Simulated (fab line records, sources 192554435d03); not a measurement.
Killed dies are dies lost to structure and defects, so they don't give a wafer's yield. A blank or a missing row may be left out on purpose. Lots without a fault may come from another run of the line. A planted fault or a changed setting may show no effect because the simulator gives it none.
Which tool did it? | flow n5_finfet | 9 lots, 27 wafers sampled, at 5 steps of a route of 1938

WHAT THE GAUGES READ, wafer by wafer
N5_BEOL_M4_CD_MEAS_11: target cd 16.79 nm.
lot  | measured     | on        | cd_nm (nm)
L153 | day 7 09:02  | cd_sem-03 | 16.96 16.67 16.84
L156 | day 8 20:31  | cd_sem-02 | 16.89 16.91 16.95
L158 | day 9 02:55  | cd_sem-03 | 16.64 16.31 16.25
L162 | day 9 08:56  | cd_sem-03 | 17.10 17.03 16.90
L161 | day 9 09:12  | cd_sem-02 | 16.77 16.43 16.55
L169 | day 11 15:09 | cd_sem-03 | 15.15 15.55 15.10
L172 | day 12 16:20 | cd_sem-03 | 15.03 15.32 15.37
L173 | day 13 07:38 | cd_sem-03 | 16.94 17.32 17.17
L176 | day 13 11:23 | cd_sem-01 | 16.60 16.54 16.59

WHICH TOOL RAN EACH LOT (tool, then ch and the chambers of the sampled wafers, then the start)
lot  | N5_BEOL_M3_SPUTTER_94        | N5_BEOL_M3_ANNEAL_95         | N5_BEOL_M3_CMP_52             | N5_BEOL_M4_EXPOSE_08
L153 | pvd_sputter-02, day 7 06:18  | pvd_sputter-02, day 7 06:23  | cmp-01 ch 0,1,2, day 7 07:04  | euv_scanner-01 ch 0, day 7 08:54
L156 | pvd_sputter-01, day 8 17:59  | pvd_sputter-01, day 8 18:04  | cmp-02 ch 0,2,3, day 8 18:44  | euv_scanner-02 ch 0, day 8 20:23
L158 | pvd_sputter-03, day 9 00:50  | pvd_sputter-03, day 9 00:55  | cmp-02 ch 0,1,3, day 9 01:32  | euv_scanner-02 ch 0, day 9 02:47
L162 | pvd_sputter-01, day 9 06:33  | pvd_sputter-01, day 9 06:38  | cmp-02 ch 0,2,3, day 9 07:20  | euv_scanner-02 ch 0, day 9 08:49
L161 | pvd_sputter-03, day 9 06:42  | pvd_sputter-03, day 9 06:47  | cmp-02 ch 0,2, day 9 07:46    | euv_scanner-01 ch 0, day 9 09:05
L169 | pvd_sputter-03, day 11 13:13 | pvd_sputter-03, day 11 13:18 | cmp-01 ch 1,2,3, day 11 14:01 | euv_scanner-02 ch 0, day 11 15:01
L172 | pvd_sputter-03, day 12 13:58 | pvd_sputter-03, day 12 14:03 | cmp-02 ch 0,1,2, day 12 14:43 | euv_scanner-02 ch 0, day 12 16:12
L173 | pvd_sputter-03, day 13 05:11 | pvd_sputter-03, day 13 05:16 | cmp-02 ch 0,2,3, day 13 05:54 | euv_scanner-01 ch 0, day 13 07:29
L176 | pvd_sputter-03, day 13 08:45 | pvd_sputter-03, day 13 08:50 | cmp-01 ch 2,3, day 13 09:35   | euv_scanner-01 ch 0, day 13 11:15
- N5_BEOL_M3_SPUTTER_94: material Cu, target thk 4.5 nm, time 8.29 s.
- N5_BEOL_M3_ANNEAL_95: time 240 s.
- N5_BEOL_M3_CMP_52: polishes, stops on SiOC, t overpolish 6.8 s, target thk 40 nm.
- N5_BEOL_M4_EXPOSE_08: exposes mask M4.

THE ANSWER, worked out from the rows above alone
Rule: what is usual is taken from the lots themselves. Put in order of their means at a reading, lots are off if they are a third of the lots or fewer, leave a main group of 4 or more, and stand apart from it by a gap of 3 or more times the standard deviation of the main group's means; of several such gaps the widest counts. A main group whose means are all the same, to the digits that the tables above print for the reading, isn't used. A lot without any number at a reading at which 4 lots or more have one is off too. The other lots that the step has rows for count as sound.
Off: L169, L172, at N5_BEOL_M4_CD_MEAS_11 (cd_nm). The main group: mean 16.78 nm, standard deviation 0.25.
A tool fits if, at a process step before that reading, it ran every lot that is off, and no sound lot after the first of them. The gauges at N5_BEOL_M4_CD_MEAS_11 are tried like those tools. One fits: euv_scanner-02 at N5_BEOL_M4_EXPOSE_08. Its last sound lot is L162 (day 9 08:49), its first lot that is off L169 (day 11 15:01): a fault that began between those two fits.

WHAT THE SIMULATOR HAD PUT IN
Process parameter drift: euv_scanner-02, from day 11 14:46 on, at N5_BEOL_M4_EXPOSE_08. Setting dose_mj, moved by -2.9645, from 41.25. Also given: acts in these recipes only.
Lots struck among those shown: L169, L172. The rule above found the same.
